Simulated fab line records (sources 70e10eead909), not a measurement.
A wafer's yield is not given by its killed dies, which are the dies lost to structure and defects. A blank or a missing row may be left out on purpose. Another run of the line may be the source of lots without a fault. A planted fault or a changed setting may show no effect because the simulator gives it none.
fab line records ; flow nand-harc
[record] lots = 6; wafers = 18; last-day = 31
route steps=1302 shown P_M2@337 P_BONDPAD@351 END@1302
lots that met no fault: taken from a fault-free run of the same line
start-h: hours from the record's first day to the start of the lot's first wafer shown ; wait-h: time in hours since the lot's previous step ; " same as the row above ; L1.1+2: one row covering several wafers at once ; - no value, or no start was given ; * or withheld: withheld ; < > ~ a bound
route shown NAME@n: names a module that has steps shown in the file, with the first one's number in the route ; usual: mean/standard deviation of fault-free wafers ; same: alike in all rows ; chamber/n: place in a boat ; sites: readings site by site ; _std_site: the values' standard deviation ; _edge_site: mean of outer sites minus mean of inner sites ; radius-mm: for every site, how far away it sits from the centre of the wafer ; mask NAME#n: copy n ; behind: tool/chamber where the wafer was last shaped ; hold: reason for holding the lot/hours on hold/outcome of the hold ; device: names the non-switching transistor (n, p or np) ; end of line: the tests these same wafers got at the end of their route ; for a step that has no rows: nothing shown but its recipe ; killed: the dies lost at the first sort to structure and to defects; this is not the yield of the wafer ; map: a wafer's dies, marking killed ones x, the rest . and places with no die _
set.NAME: the setting the step ran with; set.NAME@STEP: the setting that earlier step ran with ; model.NAME: the simulator's own value behind a step, which no gauge read
lots at some steps of the route; a table a step, a row a wafer
services: the hour from which a tool's chamber was out of use, counted from the record's first day as start-h (under 0 if before that day), plus the number of hours and why
[[steps]]
[step NHARC_P_M2_STRIP_19]
[recipe] time-s = 600; temp-c = 30; chemistry = post-etch-residue-remover
[step NHARC_P_M2_DEGAS_29]
[recipe] temp-c = 250; time-s = 60
[step NHARC_P_M2_PRE_CLEAN_30]
[recipe] time-s = 30; temp-c = 280; gas = H2/He
[step NHARC_P_M2_PVD_20]
[recipe] target-thk-a = 50; bias-v = 168.6; power-w = 15000; chamber-pressure-pa = 0.12; time-s = 8.06; substrate-temp-c = 50; material = TaN
[step NHARC_P_M2_PVD_21]
[recipe] target-thk-a = 300; chamber-pressure-pa = 5; power-w = 5000; substrate-temp-c = 30; time-s = 20.49; material = Cu
[usual] throttle-valve-pct = 30.2/1
lot.wafer;tool;chamber;start-h;wait-h;throttle-valve-pct
L559.4;pvd-sputter-01;-;156.90;0.2;30.8
L559.1;pvd-sputter-01;-;156.90;0.2;32.6
L559.5;pvd-sputter-01;-;156.90;0.2;30.6
L560.3;pvd-sputter-02;-;-;-;30.8
L560.2;pvd-sputter-02;-;-;-;28.9
L560.6;pvd-sputter-02;-;-;-;29.3
L561.3;pvd-sputter-03;-;-;-;31.1
L561.2;pvd-sputter-03;-;-;-;30.0
L561.5;pvd-sputter-03;-;-;-;30.4
L567.2;pvd-sputter-02;-;-;-;29.5
L567.4;pvd-sputter-02;-;-;-;28.8
L567.1;pvd-sputter-02;-;-;-;28.6
L570.4;pvd-sputter-03;-;-;-;29.9
L570.1;pvd-sputter-03;-;-;-;30.2
L570.6;pvd-sputter-03;-;-;-;29.6
L575.3;pvd-sputter-03;-;-;-;31.0
L575.5;pvd-sputter-03;-;-;-;30.2
L575.6;pvd-sputter-03;-;-;-;29.7
[step NHARC_P_M2_ECD_22]
[recipe] target-thk-a = 4000; bath-temp-c = 25; material = Cu
[step NHARC_P_M2_ANNEAL_31]
[recipe] temp-c = 225; time-s = 90
[step NHARC_P_M2_CMP_23]
[recipe] t-overpolish-s = 20; target-thk-nm = 144.3
[step NHARC_P_M2_THK_MEAS_24]
[recipe] thk-meas-gauge = xrf
[usual] thk-nm = 144.5/1.3
lot.wafer;tool;chamber;start-h;wait-h;thk-nm
L559.1;film-metro-02;-;158.12;-;146.7
L559.4;film-metro-02;-;158.12;-;144.5
L559.5;film-metro-02;-;158.12;-;146.4
L560.2;film-metro-02;-;171.43;-;146.1
L560.3;film-metro-02;-;171.43;-;143.7
L560.6;film-metro-02;-;171.43;-;142.7
L561.2;film-metro-02;-;189.98;-;143.7
L561.3;film-metro-02;-;189.98;-;145.7
L561.5;film-metro-02;-;189.98;-;144.8
L567.1;film-metro-01;-;244.52;-;143.9
L567.2;film-metro-01;-;244.52;-;146.1
L567.4;film-metro-01;-;244.52;-;145.8
L570.1;film-metro-01;-;276.66;-;145.3
L570.4;film-metro-01;-;276.66;-;145.4
L570.6;film-metro-01;-;276.66;-;144.9
L575.3;film-metro-01;-;321.78;-;142.9
L575.5;film-metro-01;-;321.78;-;144.1
L575.6;film-metro-01;-;321.78;-;146.5
[step NHARC_P_M2_SRD_25]
[step NHARC_P_M2_INSPECT_27]
[usual] raw-defect-count = 338/120
lot.wafer;tool;chamber;start-h;wait-h;raw-defect-count
L559.1;defect-inspect-01;-;158.28;0.0;227
L559.4;defect-inspect-01;-;158.28;0.0;319
L559.5;defect-inspect-01;-;158.28;0.0;267
L560.2;defect-inspect-01;-;171.59;0.0;558
L560.3;defect-inspect-01;-;171.59;0.0;333
L560.6;defect-inspect-01;-;171.59;0.0;405
L561.2;defect-inspect-01;-;190.14;0.0;231
L561.3;defect-inspect-01;-;190.14;0.0;221
L561.5;defect-inspect-01;-;190.14;0.0;408
L567.1;defect-inspect-02;-;244.70;0.0;267
L567.2;defect-inspect-02;-;244.70;0.0;326
L567.4;defect-inspect-02;-;244.70;0.0;439
L570.1;defect-inspect-01;-;276.84;0.0;397
L570.4;defect-inspect-01;-;276.84;0.0;431
L570.6;defect-inspect-01;-;276.84;0.0;357
L575.3;defect-inspect-01;-;321.96;0.0;298
L575.5;defect-inspect-01;-;321.96;0.0;511
L575.6;defect-inspect-01;-;321.96;0.0;232
[step NHARC_P_M2_PRE_CLEAN_32]
[recipe] time-s = 12; temp-c = 370; rf-power-w = 300; gas = NH3
[usual] heater-power-w = 603/92; rf-fwd-power-W = 292.7/0.84; susceptor-temp-C = 370.00/0.23
lot.wafer;tool;chamber;start-h;wait-h;heater-power-w;rf-fwd-power-W;susceptor-temp-C
L559.1;pecvd-03;1;158.37;0.1;787;293.3;369.65
L559.4;pecvd-03;0;158.37;0.1;625;293.6;369.68
L559.5;pecvd-03;1;158.37;0.1;783;292.1;369.75
L560.2;pecvd-02;2;171.66;0.1;432;292.3;370.01
L560.3;pecvd-02;1;171.66;0.1;553;292.2;369.83
L560.6;pecvd-02;1;171.66;0.1;564;293.4;369.46
L561.2;pecvd-04;0;190.20;0.1;688;291.2;370.32
L561.3;pecvd-04;1;190.20;0.1;551;293.2;369.50
L561.5;pecvd-04;0;190.20;0.1;671;293.0;370.14
L567.2;pecvd-03;0;244.78;0.1;547;292.3;370.18
L567.1;pecvd-03;1;244.78;0.1;707;292.0;370.02
L567.4;pecvd-03;2;244.78;0.1;614;292.1;369.71
L570.1;pecvd-03;1;276.91;0.1;798;292.9;369.81
L570.4;pecvd-03;1;276.91;0.1;822;291.5;369.91
L570.6;pecvd-03;0;276.91;0.1;523;293.4;370.29
L575.3;pecvd-04;1;322.03;0.1;554;293.4;370.11
L575.5;pecvd-04;1;322.03;0.1;544;293.8;369.91
L575.6;pecvd-04;0;322.03;0.1;609;292.5;369.97
[step NHARC_P_M2_DEP_33]
[recipe] target-thk-a = 300; temp-c = 370; target-thk-nm = 30; pressure-torr = 3; flow-sccm = 200; rf-w = 450; material = SiCN
[usual] heater-power-w = 543/88; rf-fwd-power-W = 449.2/1.4; susceptor-temp-C = 369.97/0.23
lot.wafer;tool;chamber;start-h;wait-h;heater-power-w;rf-fwd-power-W;susceptor-temp-C
L559.1;pecvd-03;1;158.51;0.1;718;448.8;369.88
L559.4;pecvd-03;0;158.51;0.1;562;450.3;370.15
L559.5;pecvd-03;1;158.51;0.1;732;448.4;369.79
L560.2;pecvd-02;2;171.73;0.1;372;447.6;370.04
L560.3;pecvd-02;1;171.73;0.1;495;447.8;369.89
L560.6;pecvd-02;1;171.73;0.1;486;447.5;370.02
L561.2;pecvd-04;0;190.28;0.1;603;448.1;369.63
L561.3;pecvd-04;1;190.28;0.1;481;451.8;369.67
L561.5;pecvd-04;0;190.28;0.1;604;449.1;369.78
L567.2;pecvd-03;0;244.89;0.1;558;448.6;369.89
L567.1;pecvd-03;1;244.89;0.1;733;450.7;370.02
L567.4;pecvd-03;2;244.89;0.1;584;448.9;370.09
L570.1;pecvd-03;1;276.99;0.1;759;447.6;370.13
L570.4;pecvd-03;1;276.99;0.1;778;448.0;370.37
L570.6;pecvd-03;0;276.99;0.1;542;450.4;369.91
L575.3;pecvd-04;1;322.11;0.1;568;449.8;369.40
L575.5;pecvd-04;1;322.11;0.1;566;449.2;369.96
L575.6;pecvd-04;0;322.11;0.1;612;449.1;369.94
[step NHARC_P_BONDPAD_DEP_00]
[recipe] target-thk-a = 2500; temp-c = 370; target-thk-nm = 250; pressure-torr = 3; flow-sccm = 200; rf-w = 450; material = SiCN
[step NHARC_P_BONDPAD_CMP_32]
[recipe] target-thk-nm = 200; material = SiCN
[usual] motor-current-A = 11.2/1.4
lot.wafer;tool;chamber;start-h;wait-h;motor-current-A
L559.1;cmp-02;3;159.28;-;13.1
L559.4;cmp-02;0;159.28;-;12.3
L559.5;cmp-02;3;159.28;-;13.6
L560.3;cmp-02;0;172.57;-;12.7
L560.2;cmp-02;2;172.57;-;10.9
L560.6;cmp-02;3;172.57;-;13.8
L561.3;cmp-03;3;191.10;-;10.5
L561.2;cmp-03;0;191.10;-;10.7
L561.5;cmp-03;0;191.10;-;11.1
L567.4;cmp-01;2;245.64;-;10.5
L567.1;cmp-01;3;245.64;-;10.5
L567.2;cmp-01;1;245.64;-;10.1
L570.1;cmp-01;2;277.85;-;10.6
L570.4;cmp-01;3;277.85;-;10.8
L570.6;cmp-01;1;277.85;-;10.2
L575.3;cmp-02;1;323.01;-;9.4
L575.5;cmp-02;2;323.01;-;10.9
L575.6;cmp-02;3;323.01;-;14.5
[step NHARC_P_BONDPAD_THK_MEAS_33]
[recipe] thk-meas-gauge = ellipsometry
[usual] thk-nm = 199.9/1.3
lot.wafer;tool;chamber;start-h;wait-h;thk-nm
L559.1;film-metro-02;-;159.50;0.2;201.0
L559.4;film-metro-02;-;159.50;0.2;202.3
L559.5;film-metro-02;-;159.50;0.2;200.0
L560.2;film-metro-02;-;172.80;0.2;199.8
L560.3;film-metro-02;-;172.80;0.2;199.0
L560.6;film-metro-02;-;172.80;0.2;199.0
L561.2;film-metro-02;-;191.34;0.2;197.9
L561.3;film-metro-02;-;191.34;0.2;198.6
L561.5;film-metro-02;-;191.34;0.2;197.2
L567.1;film-metro-02;-;245.89;0.2;201.4
L567.2;film-metro-02;-;245.89;0.2;200.1
L567.4;film-metro-02;-;245.89;0.2;202.0
L570.1;film-metro-01;-;278.05;0.2;201.1
L570.4;film-metro-01;-;278.05;0.2;200.1
L570.6;film-metro-01;-;278.05;0.2;198.2
L575.3;film-metro-02;-;323.19;0.2;199.0
L575.5;film-metro-02;-;323.19;0.2;197.6
L575.6;film-metro-02;-;323.19;0.2;198.4
[step NHARC_P_BONDPAD_SRD_34]
[step NHARC_P_BONDPAD_DEHYDRATE_01]
[recipe] temp-c = 150; time-s = 120
[step NHARC_P_BONDPAD_HMDS_02]
[recipe] time-s = 30
[step NHARC_P_BONDPAD_COAT_36]
[recipe] temp-c = 200; time-s = 65
[step NHARC_P_BONDPAD_COAT_03]
[recipe] spin-rpm = 2000; resist-thk-nm = 600
[step NHARC_P_BONDPAD_SOFTBAKE_04]
[recipe] temp-c = 125; time-s = 70
[step NHARC_P_BONDPAD_EBR_05]
[step NHARC_P_BONDPAD_EXPOSE_06]
[recipe] na = 0.55; dose-mj = 37.06; mask-id = P_BPAD
[step NHARC_P_BONDPAD_PEB_07]
[recipe] peb-temp-c = 128; peb-time-s = 80
[step NHARC_P_BONDPAD_DEVELOP_08]
[recipe] time-s = 50; dev-temp-c = 22
[step NHARC_P_BONDPAD_CD_MEAS_09]
[recipe] target-cd-nm = 500; landing-energy-ev = 500
[usual] cd-nm = 499.9/1.5
lot.wafer;tool;chamber;start-h;wait-h;cd-nm
L559.1;cd-sem-02;0;160.07;-;502.2
L559.4;cd-sem-02;0;160.07;-;500.0
L559.5;cd-sem-02;0;160.07;-;500.5
L560.2;cd-sem-02;0;173.25;-;502.7
L560.3;cd-sem-02;0;173.25;-;500.5
L560.6;cd-sem-02;0;173.25;-;503.3
L561.2;cd-sem-02;0;191.91;-;502.8
L561.3;cd-sem-02;0;191.91;-;503.0
L561.5;cd-sem-02;0;191.91;-;502.9
L567.1;cd-sem-01;0;246.46;-;499.4
L567.2;cd-sem-01;0;246.46;-;497.3
L567.4;cd-sem-01;0;246.46;-;500.8
L570.1;cd-sem-02;0;278.64;-;499.7
L570.4;cd-sem-02;0;278.64;-;498.5
L570.6;cd-sem-02;0;278.64;-;499.4
L575.3;cd-sem-01;0;323.76;-;499.7
L575.5;cd-sem-01;0;323.76;-;499.6
L575.6;cd-sem-01;0;323.76;-;499.6
[step NHARC_P_BONDPAD_OVL_MEAS_38]
[usual] overlay-x-nm = 0/6.5; overlay-y-nm = 0/6.3
lot.wafer;tool;chamber;start-h;wait-h;overlay-x-nm;overlay-y-nm
L559.1;overlay-02;-;160.15;-;4;8
L559.4;overlay-02;-;160.15;-;5;8
L559.5;overlay-02;-;160.15;-;4;8
L560.2;overlay-02;-;173.33;-;-9;-8
L560.3;overlay-02;-;173.33;-;-10;-9
L560.6;overlay-02;-;173.33;-;-10;-8
L561.2;overlay-02;-;192.00;-;-7;3
L561.3;overlay-02;-;192.00;-;-7;3
L561.5;overlay-02;-;192.00;-;-7;3
L567.1;overlay-02;-;246.54;-;-2;-4
L567.2;overlay-02;-;246.54;-;-1;-4
L567.4;overlay-02;-;246.54;-;-1;-4
L570.1;overlay-01;-;278.73;-;0;-11
L570.4;overlay-01;-;278.73;-;1;-10
L570.6;overlay-01;-;278.73;-;0;-9
L575.3;overlay-02;-;323.84;-;-9;8
L575.5;overlay-02;-;323.84;-;-9;8
L575.6;overlay-02;-;323.84;-;-8;7
[step NHARC_P_BONDPAD_HARDBAKE_10]
[recipe] temp-c = 118; time-s = 65
[step NHARC_P_BONDPAD_DESCUM_11]
[recipe] time-s = 3; o2-flow-sccm = 200; ar-flow-sccm = 0; bias-power-w = 0; chemistry = O2
[step NHARC_P_BONDPAD_ETCH_37]
[recipe] target-depth-a = 600; overetch-a = 180; time-s = 65.91; ion-energy-ev = 200; n2-flow-sccm = 150; h2-flow-sccm = 150; ar-flow-sccm = 0; rf-w = 400; bias-w = 150; chemistry = N2/H2
[usual] drypump-motor-current-A = 5.8/0.6; oes-product-au = 1.002/0.0069; rf-fwd-power-W = 397.1/1.3; rf-vpp-V = 430.9/2.7; showerhead-plenum-p-Torr = 2.05/0.096; throttle-valve-pct = 14.172/0.0093
lot.wafer;tool;chamber;start-h;wait-h;drypump-motor-current-A;oes-product-au;rf-fwd-power-W;rf-hours-counter-h;rf-vpp-V;showerhead-plenum-p-Torr;throttle-valve-pct
L559.1;rie-diel-10;2;160.38;0.1;5.3;0.992;397.4;2.8;427.0;1.94;14.163
L559.4;rie-diel-10;3;160.38;0.1;4.7;1.006;397.9;5.5;426.9;1.93;14.185
L559.5;rie-diel-10;0;160.38;0.1;6.2;1.001;396.4;-;433.1;2.15;14.173
L560.2;rie-diel-09;1;173.54;0.1;6.4;0.992;397.3;0.3;434.8;2.17;14.185
L560.3;rie-diel-09;3;173.54;0.1;6.0;0.996;397.2;0.4;430.2;2.03;14.173
L560.6;rie-diel-09;1;173.54;0.1;6.4;0.993;396.8;-;433.4;2.17;14.162
L561.3;rie-diel-10;1;192.21;0.1;5.9;0.988;396.4;6.9;432.0;2.01;14.167
L561.2;rie-diel-10;3;192.21;0.1;4.7;1.003;397.0;7.2;428.1;1.93;14.177
L561.5;rie-diel-10;1;192.21;0.1;5.9;0.991;396.9;-;430.9;2.01;14.169
L567.4;rie-diel-06;1;246.75;0.1;6.0;1.003;397.1;4.6;430.2;2.08;14.177
L567.1;rie-diel-06;2;246.75;0.1;5.8;0.994;398.3;3.7;431.1;2.09;14.172
L567.2;rie-diel-06;3;246.75;0.1;6.0;1.003;396.6;4.8;433.0;2.12;14.179
L570.1;rie-diel-10;2;278.94;0.1;5.3;1.003;399.5;1.2;428.1;1.93;14.153
L570.4;rie-diel-10;1;278.94;0.1;5.9;1.003;396.8;1.6;428.9;2.01;14.171
L570.6;rie-diel-10;3;278.94;0.1;4.7;1.002;398.5;-;428.6;1.93;14.171
L575.3;rie-diel-10;2;324.06;0.1;5.3;1.004;396.3;3.0;428.2;1.93;14.145
L575.6;rie-diel-10;1;324.06;0.1;5.9;1.011;396.8;-;430.2;2.01;14.176
L575.5;rie-diel-10;2;324.06;0.1;5.3;0.996;395.6;-;428.8;1.93;14.168
[step NHARC_P_BONDPAD_ETCH_12]
[recipe] target-depth-a = 2000; time-s = 100; chf3-flow-sccm = 50; o2-flow-sccm = 10; ar-flow-sccm = 200; rf-w = 500; bias-w = 200; chemistry = CHF3/O2
[step NHARC_P_BONDPAD_CD_MEAS_13]
[usual] cd-nm = 499.4/1.7
lot.wafer;tool;chamber;start-h;wait-h;cd-nm
L559.1;cd-sem-03;-;160.59;-;501.9
L559.4;cd-sem-03;-;160.59;-;499.1
L559.5;cd-sem-03;-;160.59;-;500.2
L560.2;cd-sem-01;-;173.77;-;501.9
L560.3;cd-sem-01;-;173.77;-;499.8
L560.6;cd-sem-01;-;173.77;-;502.7
L561.2;cd-sem-02;-;192.44;-;502.2
L561.3;cd-sem-02;-;192.44;-;502.8
L561.5;cd-sem-02;-;192.44;-;502.7
L567.1;cd-sem-01;-;246.98;-;499.5
L567.2;cd-sem-01;-;246.98;-;496.6
L567.4;cd-sem-01;-;246.98;-;500.2
L570.1;cd-sem-02;-;279.17;-;498.9
L570.4;cd-sem-02;-;279.17;-;496.8
L570.6;cd-sem-02;-;279.17;-;497.6
L575.3;cd-sem-01;-;324.28;-;498.5
L575.5;cd-sem-01;-;324.28;-;498.3
L575.6;cd-sem-01;-;324.28;-;498.6
[step NHARC_P_BONDPAD_STRIP_15]
[recipe] o2-flow-sccm = 500; ar-flow-sccm = 0; bias-w = 0; chemistry = O2
[step NHARC_P_BONDPAD_ETCH_24]
[recipe] target-depth-a = 300; over-etch-frac = 0.3; time-s = 72.99; ion-energy-ev = 150; cf4-flow-sccm = 50; n2-flow-sccm = 100; ar-flow-sccm = 150; rf-w = 300; bias-w = 100; chemistry = CF4/N2
[step NHARC_P_BONDPAD_STRIP_16]
[recipe] time-s = 600; temp-c = 30; chemistry = post-etch-residue-remover
[step NHARC_P_BONDPAD_DEGAS_25]
[recipe] temp-c = 300; time-s = 60
[step NHARC_P_BONDPAD_PRE_CLEAN_26]
[recipe] time-s = 30; temp-c = 280; gas = H2/He
[step NHARC_P_BONDPAD_PVD_17]
[recipe] target-thk-a = 50; bias-v = 168.6; power-w = 15000; chamber-pressure-pa = 0.12; time-s = 8.06; substrate-temp-c = 50; material = TaN
[step NHARC_P_BONDPAD_PVD_27]
[recipe] target-thk-a = 300; chamber-pressure-pa = 5; power-w = 5000; substrate-temp-c = 30; time-s = 20.49; material = Cu
[usual] throttle-valve-pct = 30.3/1.2
lot.wafer;tool;chamber;start-h;wait-h;throttle-valve-pct
L559.4;pvd-sputter-02;-;-;-;28.6
L559.1;pvd-sputter-02;-;-;-;30.8
L559.5;pvd-sputter-02;-;-;-;30.7
L560.3;pvd-sputter-02;-;-;-;29.6
L560.2;pvd-sputter-02;-;-;-;29.3
L560.6;pvd-sputter-02;-;-;-;31.0
L561.2;pvd-sputter-03;-;-;-;30.9
L561.3;pvd-sputter-03;-;-;-;30.1
L561.5;pvd-sputter-03;-;-;-;30.8
L567.1;pvd-sputter-02;-;-;-;29.6
L567.4;pvd-sputter-02;-;-;-;28.5
L567.2;pvd-sputter-02;-;-;-;30.8
L570.4;pvd-sputter-03;-;-;-;30.4
L570.1;pvd-sputter-03;-;-;-;30.8
L570.6;pvd-sputter-03;-;-;-;30.1
L575.3;pvd-sputter-01;-;-;-;30.8
L575.6;pvd-sputter-01;-;-;-;33.4
L575.5;pvd-sputter-01;-;-;-;29.7
[step NHARC_P_BONDPAD_ECD_18]
[recipe] target-thk-a = 4000; bath-temp-c = 25; material = Cu
[step NHARC_END_SORT_01]
[recipe] temp-c = 25
[usual] defect-limited-yield = 91/3.1; killed-at-array = 56/21; killed-at-other = 1.2/1.6; killed-at-periphery = 3.7/2.5; killed-dies = 61/21; killed-open = 3.1/1.8; killed-short = 2.8/1.7
[same] gross-dies = 677
lot.wafer;tool;chamber;start-h;wait-h;defect-limited-yield[%];killed-at-array;killed-at-other;killed-at-periphery;killed-dies;killed-open;killed-short
L559.1;prober-02;0;608.41;2.5;95;26;0;8;34;7;4
L559.4;prober-02;0;610.81;3.4;96;23;0;2;25;3;1
L559.5;prober-02;0;611.60;3.7;95;30;0;4;34;2;4
L567.1;prober-02;0;671.70;2.5;86;47;0;46;93;1;1
L567.2;prober-02;0;672.49;2.8;80;49;0;86;135;2;5
L567.4;prober-02;0;674.06;3.4;81;44;1;84;129;3;1
L570.1;prober-02;0;698.12;2.5;84;62;1;44;107;3;2
L570.4;prober-02;0;700.53;3.4;81;80;1;46;127;5;2
L570.6;prober-02;0;702.14;4.0;72;100;0;90;190;1;3
L575.3;prober-02;0;740.35;3.1;92;49;1;6;56;3;1
L575.5;prober-02;0;741.95;3.7;92;50;0;1;51;4;1
L575.6;prober-02;0;742.75;4.0;93;42;0;5;47;5;1
// killed by level:class
L559.1 A_CHANNEL_HOLE_D2:chamber-film-flake=9 A_STAIRCASE:chamber-film-flake=6 A_CHANNEL_HOLE_D1:chamber-film-flake=3 P_GATE:geometric-particle:short=2 P_M0:geometric-particle:open=2 A_CHANNEL_FILL_D1:geometric-particle:open=2 P_BONDPAD:chamber-film-flake=2 P_GATE:geometric-particle:open=1
L559.4 A_STAIRCASE:chamber-film-flake=8 A_CHANNEL_HOLE_D2:chamber-film-flake=6 A_CHANNEL_HOLE_D1:chamber-film-flake=4 A_CONTACT:chamber-film-flake=2 P_M0:geometric-particle:open=1 A_ONON_D1:geometric-particle:open=1 A_DECK1_JOINT:geometric-particle:open=1 A_CONTACT:geometric-particle:short=1
L559.5 A_CHANNEL_HOLE_D2:chamber-film-flake=11 A_STAIRCASE:chamber-film-flake=7 A_CONTACT:chamber-film-flake=4 A_SLIT:chamber-film-flake=2 P_M0:geometric-particle:open=1 P_M0:geometric-particle:short=1 A_ONON_D1:geometric-particle:short=1 A_CHANNEL_FILL_D1:geometric-particle:short=1
L567.1 P_M2:unspecified=44 A_CHANNEL_HOLE_D1:chamber-film-flake=32 A_STAIRCASE:chamber-film-flake=3 A_SLIT:chamber-film-flake=3 A_CONTACT:chamber-film-flake=3 A_WL_FILL:chamber-film-flake=2 A_WL_FILL:geometric-particle:short=1 A_M0:geometric-particle:open=1
L567.2 P_M2:unspecified=84 A_CHANNEL_HOLE_D1:chamber-film-flake=34 A_SLIT:chamber-film-flake=5 A_WL_FILL:chamber-film-flake=2 P_GATE:geometric-particle:open=1 A_SOURCE_PLATE:geometric-particle:short=1 A_CHANNEL_FILL_D1:geometric-particle:short=1 A_SGD_CUT:geometric-particle:short=1
L567.4 P_M2:unspecified=82 A_CHANNEL_HOLE_D1:chamber-film-flake=32 A_SLIT:chamber-film-flake=4 A_CONTACT:chamber-film-flake=2 P_M0:geometric-particle:open=1 A_CHANNEL_FILL_D2:geometric-particle:short=1 A_CHANNEL_FILL_D2:geometric-particle:open=1 A_BLC:geometric-particle:open=1
L570.1 P_M2:unspecified=44 A_CHANNEL_HOLE_D1:chamber-film-flake=33 A_SLIT:chamber-film-flake=8 A_SGD_CUT:chamber-film-flake=5 A_CHANNEL_HOLE_D2:chamber-film-flake=4 A_CONTACT:chamber-film-flake=3 A_STAIRCASE:chamber-film-flake=2 A_ONON_D1:geometric-particle:short=1
L570.4 P_M2:unspecified=40 A_CHANNEL_HOLE_D1:chamber-film-flake=37 A_CHANNEL_HOLE_D2:chamber-film-flake=23 A_SLIT:chamber-film-flake=9 A_SGD_CUT:chamber-film-flake=4 A_CHANNEL_FILL_D1:chamber-film-flake=2 A_STAIRCASE:chamber-film-flake=2 P_GATE:geometric-particle:open=1
L570.6 P_M2:unspecified=89 A_CHANNEL_HOLE_D1:chamber-film-flake=35 A_SLIT:chamber-film-flake=31 A_CHANNEL_HOLE_D2:chamber-film-flake=22 A_SGD_CUT:chamber-film-flake=4 A_CONTACT:chamber-film-flake=2 A_ONON_D1:geometric-particle:short=1 A_CHANNEL_HOLE_D1:geometric-particle:short=1
L575.3 A_CHANNEL_HOLE_D2:chamber-film-flake=18 A_CHANNEL_HOLE_D1:chamber-film-flake=13 A_STAIRCASE:chamber-film-flake=7 A_SLIT:chamber-film-flake=5 P_STI:chamber-film-flake=2 A_CHANNEL_FILL_D1:chamber-film-flake=2 P_M0:geometric-particle:open=1 P_M0:geometric-particle:short=1
L575.5 A_CHANNEL_HOLE_D2:chamber-film-flake=19 A_CHANNEL_HOLE_D1:chamber-film-flake=11 A_STAIRCASE:chamber-film-flake=7 A_SLIT:chamber-film-flake=4 A_CHANNEL_FILL_D2:chamber-film-flake=2 A_CONTACT:chamber-film-flake=2 P_CONTACT:geometric-particle:open=1 A_CHANNEL_FILL_D1:geometric-particle:open=1
L575.6 A_CHANNEL_HOLE_D2:chamber-film-flake=21 A_CHANNEL_HOLE_D1:chamber-film-flake=8 A_STAIRCASE:chamber-film-flake=4 A_CONTACT:chamber-film-flake=3 P_STI:chamber-film-flake=2 A_SLIT:chamber-film-flake=2 P_GATE:geometric-particle:short=1 P_CONTACT:geometric-particle:open=1
// map L567.2 (x killed, . not)
____________.____________
_________......._________
_______........x.._______
______.............______
_____..........x...._____
____........xxx......____
____........xxxx.....____
___........x.xxxxx....___
___..........xxxxxx...___
__...........xxxxx.....__
__...........xxxx......__
_.....x.......xxx......._
_.x...........xxx......._
_......................._
_......................._
_...........x..........._
...........x.............
............xx...........
........x.xxx............
.......xxxxxx............
........xxxxxx........x..
_......xxxxxx..........._
_....xxxxxxxxx.........._
_....xxxxxxxxx.........._
_.....xxxxxxxx.........._
_...xxxxxxxxxx.........._
__....xxxxxxxx.........__
__....xxxxxxxxx........__
___...xxxxxxx.........___
___....xxxxxx.........___
____.....x...........____
____......x........x.____
_____....x.........._____
______.............______
_______..........._______
_________......._________
____________.____________
// map L570.6 (x killed, . not)
____________.____________
_________......._________
_______....x......_______
______.............______
_____.x........xx..._____
____.......x.x.xx....____
____........xxxxxx...____
___.......x.xxxxx.....___
___..........xxxx..x..___
__...........xxx.x.....__
__..........xxx...x....__
_.........x..x.xx......._
_...........x..x.....x.x_
_.............x......xx._
_.............x.......xx_
_....................xxx_
....x...............xxxxx
..........xxx.......xxxxx
.......x.xxx.x.......xxxx
......xxxxxx.......x.xxxx
.......xxxxxxx.....x.xx..
_......xxxxxxxx.x......._
_.....xxxxxxx........x.._
_.....xxxxxxx.xx........_
_.....xxxxxxxxx........._
_...x.xxxxxxxxx........._
__x....xxxxxxxx........__
__....xxxxxxx.x........__
___.xxxxxxxxxx........___
___xx.xxxxxxx.........___
____x...x..x.........____
____.xxx.x...........____
_____.xxxx.........._____
______xx..x........______
_______..........._______
_________x......_________
____________.____________
[[services]]
tool;chamber;start-h;hours;kind
cmp-02;-;134.50;4.0;pm
rie-diel-09;-;143.10;9.0;pm
pvd-sputter-02;-;145.49;0.6;repair
cmp-01;-;146.10;0.9;repair
cmp-03;-;162.17;4.0;pm
rie-diel-06;2;166.11;20.1;repair
rie-diel-10;1;167.67;4.5;repair
pvd-sputter-03;-;170.04;10.0;pm
rie-diel-10;1;174.66;4.0;repair
pecvd-03;-;185.23;13.0;pm
rie-diel-06;1;185.32;13.0;repair
cmp-01;-;185.53;4.0;pm
cmp-03;-;205.74;1.9;repair
pvd-sputter-01;-;226.00;10.0;pm
pecvd-02;-;227.71;13.0;pm
cmp-02;-;232.50;4.0;pm
pvd-sputter-02;-;236.49;4.4;repair
rie-diel-10;-;242.50;9.0;pm
cmp-02;-;268.07;1.0;repair
pecvd-04;-;269.21;13.0;pm
pvd-sputter-02;-;282.00;10.0;pm
cmp-01;-;283.53;4.0;pm
pvd-sputter-02;-;296.03;3.5;repair
pvd-sputter-03;-;297.02;1.9;repair
[[key]]
[first-sign] step = NHARC_END_SORT_01; reading = killed-at-periphery; direction = up; sigmas = 25; usual = 3.7; struck = 66
[effect] step = NHARC_END_SORT_01; reading = killed-dies; direction = up; sigmas = 3.3; usual = 61; struck = 130; wafers-moved = 4
[more-kills-born-at] NHARC_P_M2_PRE_CLEAN_32@pecvd-03 = 383
met-at NHARC_P_M2_PRE_CLEAN_32
struck-wafers L567.1,L567.2,L567.4,L570.1,L570.4,L570.6
[loop-trim] step = NHARC_P_M2_EXPOSE_06; setting = dose; lots = L570
onset-between 158.37 244.78
also-fits NHARC_P_M2_DEP_33:pecvd-03,NHARC_P_BONDPAD_CMP_32:cmp-01
[fault] kind = chamber-particle-source; tool = pecvd-03; chamber = -; onset-h = 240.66; steps = NHARC_P_M2_PRE_CLEAN_32; rate-per-visit-cm2 = 1.0316; end-h = 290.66
// loop-trim: a control loop set the setting to another value than it would have without faults
